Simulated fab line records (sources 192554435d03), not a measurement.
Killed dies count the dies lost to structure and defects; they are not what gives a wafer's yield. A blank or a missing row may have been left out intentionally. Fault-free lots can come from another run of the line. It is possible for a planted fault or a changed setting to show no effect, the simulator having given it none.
Struck lot and sound lot, side by side || flow n5 finfet || 37 out of 1938 route steps
Sound: wafers L326.2, L326.3, L326.6. The struck wafers were L336.1, L336.4, L336.6. Last of all comes the cause.
Per side, at each step with rows, come the tool, then ch with its chambers, and then its first start. Under that, the readings that differ: sound wafers || struck wafers || difference of the means || sigmas: that difference in standard deviations of wafers without a fault.
alike: words and numbers the same on both sides, and readings whose means are apart by under 2 such deviations; not compared: readings that were withheld, readings missing a value for some wafer, numbers with overlapping values and no deviation given by the record, and bounds like >300 which may hide the same value.
The two part at a step that has a row with sigmas, a row that says differs or no value, or rows on one side only. Non-overlapping numbers with no deviation appear without sigmas and do not part them. A reading missing from all wafers of one side parts the sides only when that side holds two or more wafers.

first, 11 steps without rows for these wafers: N5_BEOL_M6_ETCH_66 (etches SOC in N2/H2, target depth 80 nm, overetch 16 nm, time 120 s); N5_BEOL_M6_STRIP_69 (strips in N2/H2); N5_BEOL_M6_STRIP_73 (strips in N2/H2); N5_BEOL_M6_VIA_ETCH_34 (etches SiCOH lowk in C4F6/O2, target depth 126.3 nm, time 50.9 s); N5_BEOL_M6_STRIP_76 (strips in C4F6/O2); N5_BEOL_M6_STRIP_36 (strips in N2/H2); N5_BEOL_M6_TRENCH_ETCH_37 (etches SiCOH lowk in C4F6/O2, target depth 94.435 nm, time 31.5 s); N5_BEOL_M6_ETCH_41 (etches SiCN in CH3F/O2, target depth 29.7 nm, time 52 s); N5_BEOL_M6_STRIP_80 (strips in N2/H2, time 10 s); N5_BEOL_M6_HM_STRIP_39 (strips TiN in peroxide tin strip, target depth 25 nm, time 158 s); N5_BEOL_M6_SRD_40 (time 30 s).
N5_BEOL_M6_PRECLEAN_42: cleans in residue remover, time 60 s.
  sound on wet bench-06 ch 2,4,6, day 12 06:47; struck on wet bench-03 ch 3,5,6, day 14 06:25
then, 24 steps without rows for these wafers: N5_BEOL_M6_SRD_43 (time 30 s); N5_BEOL_M6_CURE_75 (cures SiCOH lowk, time 120 s); N5_BEOL_M6_DEGAS_44 (time 60 s); N5_BEOL_M6_PRE_CLEAN_45 (time 30 s); N5_BEOL_M6_ALD_77 (deposits TaN, target thk 2 nm, pulse time 2 s, purge time 3 s); N5_BEOL_M6_SURFACE_TREAT_79; N5_BEOL_M6_CVD_78 (deposits Co from CCTBA/H2, target thk 2 nm, time 142.3 s); N5_BEOL_M6_SPUTTER_48 (material Cu, target thk 10 nm, time 1.667 s); N5_BEOL_M6_ECD_50 (material Cu, target thk 300 nm); N5_BEOL_M6_ANNEAL_51 (time 90 s); N5_BEOL_M6_CMP_52 (polishes, stops on SiCOH lowk, t overpolish 6.9 s, target thk 80 nm); N5_BEOL_M6_PRE_CLEAN_55 (time 15 s); N5_BEOL_M6_DEP_56 (deposits SiCN from 3MS/NH3, target thk 10 nm, time 17.5 s); N5_BEOL_M7_ILD_DEP_00 (deposits SiCOH lowk from DEMS/porogen, target thk 179.75 nm, time 33.4 s); N5_BEOL_M7_CURE_74 (cures SiCOH lowk, time 240 s); N5_BEOL_M7_PECVD_70 (deposits SiO2 from TEOS/O2, target thk 20 nm, time 22.7 s); N5_BEOL_M7_HM_DEP_02 (deposits TiN, target thk 20 nm); N5_BEOL_M7_COAT_59 (time 60 s, resist thk 100 nm); N5_BEOL_M7_COAT_60 (time 60 s, resist thk 35 nm); N5_BEOL_M7_COAT_05 (resist thk 90 nm); N5_BEOL_M7_EBR_07; N5_BEOL_M7_SOFTBAKE_06 (time 60 s); N5_BEOL_M7_EXPOSE_08 (exposes mask M7); N5_BEOL_M7_PEB_09 (peb time 60 s).
-- a jump in the record: the struck wafers' starts before and after are 4 days apart (it breaks off in module BEOL_M7 and resumes in module PASSIVATION, where the first step shown is number 1936 of the route) --
N5_PASSIVATION_PROBE_49:
  the record has rows for the struck wafers here (prober-02, day 18 01:37) and none for the sound ones

== WHERE THEY PART ==
Within this record, at N5_PASSIVATION_PROBE_49 only.

WHY: what had been put in by the simulator
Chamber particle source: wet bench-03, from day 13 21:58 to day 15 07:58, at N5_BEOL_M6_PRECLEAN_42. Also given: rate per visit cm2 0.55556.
